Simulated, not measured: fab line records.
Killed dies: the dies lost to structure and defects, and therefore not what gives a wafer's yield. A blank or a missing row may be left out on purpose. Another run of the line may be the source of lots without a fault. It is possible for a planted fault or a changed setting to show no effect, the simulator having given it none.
fab line records	flow n5_finfet
record: lots: 6	wafers: 18	last_day: 18
route steps=1938 shown WELL_APT@27 BEOL_M4@1111 PASSIVATION@1936
lots with no fault: from the same line, run without faults
start_h: the number of hours between the record's first day and the start of the first shown wafer of the lot	wait_h: hours elapsed since this lot's preceding step	" repeats the value in the row above	L1.1+2: one row covering several wafers at once	- no value, or no start was given	* or withheld: withheld	< > ~ a bound
route shown NAME@n: names a module that has steps shown in the file, with the first one's number in the route	usual: mean/standard deviation of fault-free wafers	same: alike in all rows	chamber/n: place in a boat	sites: the reading at each site	_std_site: the standard deviation of these	_edge_site: mean of outer sites minus mean of inner sites	radius_mm: how far each site lies from the wafer's centre	mask NAME#n: copy n	behind: the last tool/chamber to shape the wafer	hold: why the lot went on hold/how many hours it stayed there/how the hold came to an end	device: the transistor (n, p or np) that didn't switch	end of line: tests run on the same wafers once the route is complete	where a step has no rows: the recipe by itself	killed: at the first sort, the dies lost to defects and structure; wafer yield is something else	map: a wafer's dies, marking killed ones x, the rest . and places with no die _
set.NAME: the setting that was run; set.NAME@STEP: the one run at that earlier step	model.NAME: the simulator's own value behind a step, which no gauge read
lots at some steps of the route; a table a step, a row a wafer
services: from which hour (start_h, from the record's first day; less than 0 if before it) a tool's chamber was out of use, for how many hours, and why
== steps ==
step: N5_WELL_APT_HARDBAKE_12
recipe: temp_c: 130	time_s: 120
step: N5_WELL_APT_CD_MEAS_08
recipe: target_cd_nm: 200	landing_energy_ev: 500	detector: se_inlens
usual: cd_nm: 199.1/1.5
lot.wafer	tool	chamber	start_h	wait_h	cd_nm
L703.1	cd_sem-01	0	13.81	-	197.2
L703.2	"	0	"	"	197.5
L703.3	"	0	"	"	195.5
L712.1	cd_sem-02	0	67.56	-	201.7
L712.4	"	0	"	"	200.0
L712.6	"	0	"	"	198.6
L714.1	cd_sem-01	0	79.73	-	198.0
L714.2	"	0	"	"	199.7
L714.5	"	0	"	"	199.0
L717.1	cd_sem-01	0	97.68	-	199.8
L717.2	"	0	"	"	200.4
L717.5	"	0	"	"	198.8
L724.2	cd_sem-03	0	139.70	-	197.7
L724.4	"	0	"	"	199.1
L724.6	"	0	"	"	197.9
L726.1	cd_sem-03	0	151.83	-	197.8
L726.3	"	0	"	"	198.8
L726.5	"	0	"	"	198.7
step: N5_WELL_APT_OVL_MEAS_09
recipe: points_per_wafer: 44
usual: NWELL_OVL: -3/5.1
lot.wafer	tool	chamber	start_h	wait_h	NWELL_OVL[nm]
L703.1	overlay-02	0	13.84	0.0	-1
L703.2	"	0	"	"	-3
L703.3	"	0	"	"	-3
L712.1	overlay-02	0	67.59	0.0	-1
L712.4	"	0	"	"	2
L712.6	"	0	"	"	-4
L714.1	overlay-01	0	79.76	0.0	4
L714.2	"	0	"	"	1
L714.5	"	0	"	"	2
L717.1	overlay-02	0	97.71	0.0	-5
L717.2	"	0	"	"	-7
L717.5	"	0	"	"	1
L724.2	overlay-02	0	139.73	0.0	-5
L724.4	"	0	"	"	-7
L724.6	"	0	"	"	-11
L726.1	overlay-02	0	151.86	0.0	2
L726.3	"	0	"	"	4
L726.5	"	0	"	"	0
step: N5_WELL_APT_INSPECT_10
recipe: mode: adi	inspect_instrument: macro
usual: raw_defect_count: 2.0/1.4
lot.wafer	tool	chamber	start_h	wait_h	raw_defect_count
L703.1	defect_inspect-02	-	13.86	0.0	3
L703.2	"	-	"	"	0
L703.3	"	-	"	"	3
L712.1	defect_inspect-02	-	67.61	0.0	5
L712.4	"	-	"	"	2
L712.6	"	-	"	"	0
L714.1	defect_inspect-02	-	79.78	0.0	1
L714.2	"	-	"	"	2
L714.5	"	-	"	"	1
L717.1	defect_inspect-02	-	97.74	0.0	0
L717.2	"	-	"	"	2
L717.5	"	-	"	"	0
L724.2	defect_inspect-01	-	139.75	0.0	1
L724.4	"	-	"	"	0
L724.6	"	-	"	"	3
L726.1	defect_inspect-02	-	151.89	0.0	3
L726.3	"	-	"	"	1
L726.5	"	-	"	"	0
step: N5_WELL_APT_DESCUM_13
recipe: chemistry: O2	time_s: 7.9	source_power_w: 50	bias_power_w: 20	pressure_mtorr: 20	rf_frequency_hz: 2.712e+07	temp_c: 40	o2_flow_sccm: 225
usual: drypump_motor_current_A: 5.8/0.4	oes_product_au: 0.76/0.082	rf_vpp_V: 243.2/1.4	showerhead_plenum_p_Torr: 2.09/0.085	temp_c: 39.98/0.12	throttle_valve_pct: 20.4/0.3
lot.wafer	tool	chamber	start_h	wait_h	drypump_motor_current_A	oes_product_au	rf_hours_counter_h	rf_vpp_V	showerhead_plenum_p_Torr	temp_c	throttle_valve_pct
L703.1	rie_diel-04	2	13.90	0.0	5.4	0.77	128	240.8	2.04	40.05	20.5
L703.2	"	0	"	"	6.4	0.75	178	244.8	2.17	39.79	20.9
L703.3	"	3	"	"	5.7	0.73	190	243.9	2.18	40.29	20.7
L712.1	rie_diel-03	0	67.83	0.2	5.8	0.73	168	244.4	2.19	39.93	20.1
L712.4	"	0	"	"	5.8	0.73	-	245.5	2.19	39.88	20.1
L712.6	"	1	"	"	5.8	0.66	-	243.7	2.13	39.95	20.8
L714.1	rie_diel-03	0	79.81	0.0	5.8	0.72	175	244.4	2.19	39.87	20.1
L714.2	"	2	"	"	5.9	0.71	200	241.0	1.98	39.89	20.2
L714.5	"	0	"	"	5.8	0.72	-	244.3	2.19	39.98	20.1
L717.1	rie_diel-04	3	97.94	0.2	5.7	0.70	221	245.4	2.17	40.00	20.7
L717.2	"	1	"	"	6.1	0.91	32	242.2	2.12	39.91	20.1
L717.5	"	2	"	"	5.5	0.75	-	240.4	2.03	39.95	20.5
L724.2	rie_diel-04	3	139.80	0.0	5.7	0.69	237	244.9	2.17	39.90	20.7
L724.4	"	0	"	"	6.4	0.72	225	243.9	2.15	39.89	21.0
L724.6	"	1	"	"	6.1	0.87	-	243.7	2.12	39.90	20.1
L726.1	rie_diel-04	1	151.92	0.0	6.1	0.88	51	245.0	2.12	39.64	20.1
L726.3	"	2	"	"	5.5	0.73	171	241.7	2.02	40.05	20.5
L726.5	"	1	"	"	6.1	0.86	-	244.4	2.11	39.89	20.1
step: N5_WELL_APT_IMPLANT_14
recipe: species: P	energy_kev: 160	dose_cm2: 1.5e+13	tilt_deg: 0	rotation_deg: 0
step: N5_WELL_APT_IMPLANT_15
recipe: species: As	energy_kev: 25	dose_cm2: 1.5e+13	tilt_deg: 0	rotation_deg: 0
step: N5_WELL_APT_STRIP_16
recipe: chemistry: SPM	time_s: 900	temp_c: 130	h2so4_h2o2_vol_ratio: 4	dry: ipa_marangoni
step: N5_WELL_APT_HMDS_18
recipe: time_s: 60	temp_c: 120
step: N5_WELL_APT_COAT_19
recipe: spin_rpm: 1357	resist_thk_nm: 950
step: N5_WELL_APT_EBR_21
recipe: solvent: PGMEA	ebr_width_mm: 1.5
step: N5_WELL_APT_SOFTBAKE_20
recipe: temp_c: 130	time_s: 60
step: N5_WELL_APT_EXPOSE_22
recipe: mask_id: PWELL	na: 0.8	source_shape: conventional	sigma_outer: 0.8	polarization: unpolarized	defocus_nm: 0	target_cd_nm: 200	dose_mj: 23.2
same: sigma_outer: 0.8
lot.wafer	tool	chamber	start_h	wait_h	mask
L703.1+2+3	krf_scanner-01	0	14.77	-	PWELL#0
L712.1+4+6	krf_scanner-02	0	68.82	-	PWELL#0
L714.1+2+5	krf_scanner-02	0	80.80	-	PWELL#0
L717.1+2+5	krf_scanner-01	0	98.80	-	PWELL#0
L724.2+4+6	krf_scanner-01	0	140.79	-	PWELL#0
L726.1+3+5	krf_scanner-02	0	152.78	-	PWELL#0
step: N5_WELL_APT_PEB_23
recipe: peb_temp_c: 130	peb_time_s: 90
step: N5_WELL_APT_DEVELOP_24
recipe: develop_time_s: 45	rinse_liquid: surfactant_rinse	dry: air_spin	dev_temp_c: 21
step: N5_WELL_APT_HARDBAKE_29
recipe: temp_c: 130	time_s: 120
step: N5_WELL_APT_CD_MEAS_25
recipe: target_cd_nm: 200	landing_energy_ev: 500	detector: se_inlens
usual: cd_nm: 201.1/1.7
lot.wafer	tool	chamber	start_h	wait_h	cd_nm
L703.1	cd_sem-02	0	14.94	-	196.1
L703.2	"	0	"	"	201.7
L703.3	"	0	"	"	199.9
L712.1	cd_sem-02	0	68.99	-	183.9
L712.4	"	0	"	"	201.2
L712.6	"	0	"	"	182.1
L714.1	cd_sem-03	0	80.97	-	180.8
L714.2	"	0	"	"	203.3
L714.5	"	0	"	"	201.9
L717.1	cd_sem-02	0	98.97	-	200.1
L717.2	"	0	"	"	200.2
L717.5	"	0	"	"	200.3
L724.2	cd_sem-01	0	140.96	-	200.6
L724.4	"	0	"	"	200.6
L724.6	"	0	"	"	199.3
L726.1	cd_sem-03	0	152.95	-	202.7
L726.3	"	0	"	"	200.6
L726.5	"	0	"	"	200.2
step: N5_WELL_APT_OVL_MEAS_26
recipe: points_per_wafer: 44
usual: PWELL_OVL: -2/5.5
lot.wafer	tool	chamber	start_h	wait_h	PWELL_OVL[nm]
L703.1	overlay-02	0	14.97	0.0	-10
L703.2	"	0	"	"	-3
L703.3	"	0	"	"	-8
L712.1	overlay-01	0	69.02	0.0	3
L712.4	"	0	"	"	1
L712.6	"	0	"	"	0
L714.1	overlay-02	0	81.00	0.0	-9
L714.2	"	0	"	"	5
L714.5	"	0	"	"	2
L717.1	overlay-01	0	99.00	0.0	0
L717.2	"	0	"	"	1
L717.5	"	0	"	"	-1
L724.2	overlay-02	0	140.99	0.0	-10
L724.4	"	0	"	"	-8
L724.6	"	0	"	"	-5
L726.1	overlay-02	0	152.98	0.0	0
L726.3	"	0	"	"	-1
L726.5	"	0	"	"	0
step: N5_WELL_APT_INSPECT_27
recipe: mode: adi	inspect_instrument: macro
usual: raw_defect_count: 2.0/1.4
lot.wafer	tool	chamber	start_h	wait_h	raw_defect_count
L703.1	defect_inspect-01	-	14.99	0.0	1
L703.2	"	-	"	"	0
L703.3	"	-	"	"	2
L712.1	defect_inspect-02	-	69.04	0.0	1
L712.4	"	-	"	"	2
L712.6	"	-	"	"	0
L714.1	defect_inspect-02	-	81.02	0.0	3
L714.2	"	-	"	"	4
L714.5	"	-	"	"	1
L717.1	defect_inspect-02	-	99.03	0.0	3
L717.2	"	-	"	"	1
L717.5	"	-	"	"	4
L724.2	defect_inspect-01	-	141.01	0.0	1
L724.4	"	-	"	"	2
L724.6	"	-	"	"	1
L726.1	defect_inspect-02	-	153.01	0.0	3
L726.3	"	-	"	"	2
L726.5	"	-	"	"	2
step: N5_WELL_APT_DESCUM_30
recipe: chemistry: O2	time_s: 7.9	source_power_w: 50	bias_power_w: 20	pressure_mtorr: 20	rf_frequency_hz: 2.712e+07	temp_c: 40	o2_flow_sccm: 225
usual: drypump_motor_current_A: 5.7/0.36	oes_product_au: 0.76/0.089	rf_vpp_V: 242.9/1.5	showerhead_plenum_p_Torr: 2.09/0.086	temp_c: 39.98/0.11	throttle_valve_pct: 20.38/0.29
lot.wafer	tool	chamber	start_h	wait_h	drypump_motor_current_A	oes_product_au	rf_hours_counter_h	rf_vpp_V	showerhead_plenum_p_Torr	temp_c	throttle_valve_pct	model.WELL_APT.cd_nm
L703.1	rie_diel-04	2	15.07	0.1	5.5	0.77	128	242.1	2.04	40.07	20.48	196.3
L703.2	"	3	"	"	5.7	0.73	190	244.6	2.18	39.99	20.65	201.4
L703.3	"	1	"	"	6.1	0.97	3	244.0	2.13	39.88	20.07	199.8
L712.1	rie_diel-05	2	69.19	0.2	5.1	0.67	243	240.1	1.95	40.02	20.23	184.2
L712.4	"	1	"	"	5.6	0.74	165	242.9	1.98	39.86	20.19	200.8
L712.6	"	1	"	"	5.6	0.75	-	240.6	1.98	40.11	20.21	181.8
L714.1	rie_diel-03	2	81.36	0.3	5.8	0.71	201	240.9	1.98	39.97	20.22	180.7
L714.2	"	3	"	"	5.5	0.68	241	242.7	2.08	39.88	20.93	203.2
L714.5	"	3	"	"	5.5	0.68	-	242.7	2.08	39.93	20.93	201.7
L717.1	rie_diel-03	1	99.06	0.0	5.8	0.96	0	244.0	2.13	39.89	20.34	199.7
L717.2	"	2	"	"	5.8	0.71	209	240.3	1.98	39.91	20.23	200.3
L717.5	"	0	"	"	5.8	0.71	-	242.2	2.18	40.05	20.11	200.4
L724.2	rie_diel-03	1	141.04	0.0	5.7	0.90	15	243.2	2.13	39.97	20.34	200.4
L724.4	"	2	"	"	5.9	0.69	223	241.4	1.98	40.03	20.26	200.4
L724.6	"	2	"	"	5.8	0.70	-	242.3	1.98	40.14	20.25	198.6
L726.1	rie_diel-05	3	153.27	0.3	5.7	0.70	209	243.8	2.09	40.07	20.47	202.6
L726.3	"	1	"	"	5.6	0.71	196	240.4	1.97	39.94	20.25	200.6
L726.5	"	2	"	"	5.1	0.93	-	244.0	2.21	40.13	19.83	200.5
step: N5_WELL_APT_IMPLANT_31
recipe: species: B	energy_kev: 60	dose_cm2: 1.5e+13	tilt_deg: 0	rotation_deg: 0
step: N5_BEOL_M4_RC_MEAS_101
usual: DIBL_N: 36.5/1.8	DIBL_P: 36.5/2.1	IOFF_N: 0.17/0.031	IOFF_P: 0.22/0.036	ION_N: 677/11	ION_P: 463/8	SS_N: 71.6/0.61	SS_P: 73.3/0.63	VT_N: 249/3.1	VT_P: -250/3.3
lot.wafer	tool	chamber	start_h	wait_h	DIBL_N[mV/V]	DIBL_P[mV/V]	IOFF_N[nA/um]	IOFF_P[nA/um]	ION_N[uA/um]	ION_P[uA/um]	SS_N[mV/dec]	SS_P[mV/dec]	VT_N[mV]	VT_P[mV]
L703.1	prober-02	0	166.08	0.0	35.4	36.4	0.16	0.21	671	458	71.1	73.3	247	-250
L703.2	"	0	"	"	34.7	34.5	0.16	0.18	685	461	71.2	72.8	249	-253
L703.3	"	0	"	"	36.0	36.8	0.18	0.22	684	462	71.1	74.0	251	-248
L712.1	prober-01	0	219.75	0.0	38.3	39.2	0.22	0.29	689	474	72.2	74.2	244	-244
L712.4	"	0	"	"	33.3	33.0	0.13	0.19	671	466	70.1	72.8	250	-251
L712.6	"	0	"	"	34.6	34.4	0.15	0.21	672	467	71.2	72.5	251	-248
L714.1	prober-02	0	243.29	0.0	35.5	34.6	0.15	0.18	670	454	71.0	72.6	249	-249
L714.2	"	0	"	"	39.4	39.3	0.24	0.26	686	463	72.3	74.0	243	-245
L714.5	"	0	"	"	37.8	37.6	0.21	0.23	685	462	71.8	73.6	246	-249
L717.1	prober-01	0	252.62	0.0	36.0	36.4	0.15	0.22	666	460	71.2	73.4	252	-247
L717.2	"	0	"	"	36.3	36.3	0.17	0.22	682	470	72.2	73.4	247	-248
L717.5	"	0	"	"	35.3	34.5	0.14	0.19	659	458	71.3	72.6	250	-250
L724.2	prober-02	0	309.22	0.2	34.6	35.8	0.16	0.22	682	470	71.6	72.5	250	-248
L724.4	"	0	"	"	32.1	32.2	0.11	0.17	672	471	70.5	72.7	251	-250
L724.6	"	0	"	"	32.7	32.7	0.12	0.18	651	462	70.2	72.6	252	-247
L726.1	prober-01	0	335.04	0.0	37.1	36.0	0.16	0.22	670	465	72.0	72.9	251	-249
L726.3	"	0	"	"	36.2	33.9	0.13	0.18	651	451	72.0	72.9	257	-254
L726.5	"	0	"	"	37.2	35.9	0.16	0.22	662	454	71.3	73.5	252	-250
step: N5_PASSIVATION_PROBE_49
usual: defect_limited_yield: 91.4/1.5	killed_at_M0_to_M3: 35/11	killed_at_M4_up: 16/7	killed_at_contacts: 11/5.3	killed_at_front_end: 37/11	killed_at_other: 3.1/2.8	killed_dies: 102/18	killed_open: 69/15	killed_short: 31/7.8	sort_bin_5_function: 5.1/1.1	sort_bin_6_memory: 3.2/0.69	sort_bin_8_speed: 0.00/0.016	sort_n_pass: 1078/18	sort_yield_pct: 91.4/1.5
same: gross_dies: 1180	killed_at_back_side: 0	sort_bin_4_leakage[%]: 0
lot.wafer	tool	chamber	start_h	wait_h	defect_limited_yield[%]	killed_at_M0_to_M3	killed_at_M4_up	killed_at_contacts	killed_at_front_end	killed_at_other	killed_dies	killed_open	killed_short	sort_bin_5_function[%]	sort_bin_6_memory[%]	sort_bin_8_speed[%]	sort_n_pass	sort_yield_pct[%]
L703.1	prober-02	-	265.34	0.0	89.8	28	23	12	55	2	120	69	48	6.5	3.1	0	1060	89.8
L703.2	prober-02	-	265.39	0.1	91.3	31	16	9	42	5	103	77	24	5.1	3.5	0	1077	91.3
L703.3	prober-02	-	265.44	0.1	91.0	19	19	22	43	3	106	74	31	4.8	3.6	0	1074	91.0
L712.1	prober-01	-	318.85	0.0	92.6	21	13	13	39	1	87	56	25	4.7	2.1	0	1093	92.6
L712.6	prober-01	-	319.10	0.3	93.1	17	12	12	40	0	81	51	22	4.0	2.7	0	1099	93.1
L714.1	prober-02	-	345.99	0.0	89.9	29	20	16	52	2	119	80	28	6.4	3.2	0	1061	89.9
L726.1	prober-01	-	438.99	0.0	93.4	41	2	7	19	9	78	41	35	3.5	2.6	0	1102	93.4
L726.3	prober-01	-	439.09	0.1	93.6	30	10	7	28	1	76	51	25	3.6	2.5	0	1104	93.6
L726.5	prober-01	-	439.19	0.2	92.7	41	4	6	34	1	86	55	29	4.7	2.3	0	1094	92.7
killed by level:class
L703.1 FIN_SAQP:geometric_particle:open=20 FIN_SAQP:geometric_particle:short=17 BEOL_M4:geometric_particle:open=13 MOL_CONTACT_COAG:geometric_particle:open=8 BEOL_M0_SAQP:geometric_particle:short=8 BEOL_M1:geometric_particle:short=5 STI_FIN_REVEAL:geometric_particle:open=4 BEOL_M0:geometric_particle:open=4
L703.2 FIN_SAQP:geometric_particle:open=15 BEOL_M1:geometric_particle:open=9 BEOL_M4:geometric_particle:open=9 MOL_CONTACT_COAG:geometric_particle:open=8 BEOL_M2:geometric_particle:open=8 FIN_SAQP:geometric_particle:short=5 BEOL_M3:geometric_particle:open=5 BEOL_M0:geometric_particle:open=4
L703.3 MOL_CONTACT_COAG:geometric_particle:open=18 FIN_SAQP:geometric_particle:open=10 STI_FIN_REVEAL:geometric_particle:open=6 BEOL_M2:geometric_particle:open=6 FIN_SAQP:geometric_particle:short=5 BEOL_M5:geometric_particle:open=5 MOL_CONTACT_COAG:geometric_particle:short=4 STARTING-WAFER:geometric_particle:open=4
L712.1 STI_FIN_REVEAL:geometric_particle:open=18 MOL_CONTACT_COAG:geometric_particle:open=10 BEOL_M0_SAQP:geometric_particle:short=6 BEOL_M4:geometric_particle:open=6 BEOL_M0_SAQP:geometric_particle:open=5 BEOL_M2:geometric_particle:open=5 FIN_SAQP:geometric_particle:short=3 STI_FIN_REVEAL:geometric_particle:short=3
L712.6 STI_FIN_REVEAL:geometric_particle:open=14 MOL_CONTACT_COAG:geometric_particle:open=11 BEOL_M0_SAQP:geometric_particle:short=5 BEOL_M4:geometric_particle:open=5 STARTING-WAFER:geometric_particle:short=5 STI_FIN_REVEAL:geometric_particle:short=4 BEOL_M1:geometric_particle:open=4 WELL_APT:area_expose=4
L714.1 MOL_CONTACT_COAG:geometric_particle:open=15 STI_FIN_REVEAL:geometric_particle:open=8 DUMMY_GATE:geometric_particle:open=8 BEOL_M2:geometric_particle:open=8 WELL_APT:area_expose=8 GATE_CUT:geometric_particle:open=6 BEOL_M0_SAQP:geometric_particle:open=6 BEOL_M4:geometric_particle:open=5
L726.1 BEOL_M0_SAQP:geometric_particle:short=9 BEOL_M2:geometric_particle:open=9 BEOL_M0_SAQP:geometric_particle:open=7 MOL_CONTACT_COAG:geometric_particle:open=6 BEOL_M1:geometric_particle:short=4 MIM_TOP_ETCH:geometric_particle:open=4 BEOL_M3:geometric_particle:open=4 FIN_SAQP:geometric_particle:short=3
L726.3 FIN_SAQP:geometric_particle:short=10 BEOL_M2:geometric_particle:open=8 BEOL_M3:geometric_particle:open=7 BEOL_M0_SAQP:geometric_particle:short=6 MOL_CONTACT_COAG:geometric_particle:open=5 BEOL_M1:geometric_particle:open=5 ILD0:geometric_particle:open=4 STI_FIN_REVEAL:geometric_particle:open=3
L726.5 BEOL_M0_SAQP:geometric_particle:short=11 BEOL_M0_SAQP:geometric_particle:open=9 FIN_SAQP:geometric_particle:open=8 BEOL_M3:geometric_particle:open=8 BEOL_M2:geometric_particle:open=8 FIN_SAQP:geometric_particle:short=7 DUMMY_GATE:geometric_particle:open=5 STI_FIN_REVEAL:geometric_particle:open=4
== services ==
tool	chamber	start_h	hours	kind
rie_diel-05	-	1.11	3.8	repair
krf_scanner-02	-	4.65	4.4	pm
krf_scanner-02	-	24.34	0.8	pm
rie_diel-04	2	32.91	5.1	repair
rie_diel-05	-	34.27	1.2	repair
krf_scanner-01	-	35.15	0.9	repair
rie_diel-03	3	39.36	40.4	repair
krf_scanner-02	-	43.29	1.3	pm
rie_diel-04	2	53.58	6.0	repair
rie_diel-03	1	79.73	-	clean
rie_diel-03	1	79.73	-	consumable_replace:focus_ring
rie_diel-03	1	79.73	17.7	scheduled_down
rie_diel-03	1	79.73	17.7	vent_cycle
rie_diel-05	2	91.55	11.1	repair
krf_scanner-02	-	92.21	3.6	pm
krf_scanner-01	-	101.22	1.3	pm
krf_scanner-02	-	104.54	6.0	repair
krf_scanner-02	-	110.56	1.0	pm
krf_scanner-01	-	110.90	1.2	repair
rie_diel-03	-	118.04	2.8	pm
rie_diel-04	2	122.02	1.8	repair
krf_scanner-02	-	122.36	3.5	repair
krf_scanner-01	-	130.65	1.0	pm
krf_scanner-01	-	142.01	0.8	pm
== key ==
first_sign: step: N5_WELL_APT_CD_MEAS_25	reading: cd_nm	direction: down	sigmas: 11	usual: 201.1	struck: 182.3
effect none on later readings
model_effect: step: N5_WELL_APT_DESCUM_30	value: WELL_APT.cd_nm	without: 201.7	struck: 182.3
met_at N5_WELL_APT_EXPOSE_22
struck_wafers L712.1,L712.6,L714.1
fault: kind: process_parameter_drift	tool: krf_scanner-02	chamber: -	onset_h: 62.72	steps: N5_WELL_APT_EXPOSE_22	channel: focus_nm	offset: 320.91	shape: step	end_h: 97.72	scope: struck_wafers_only
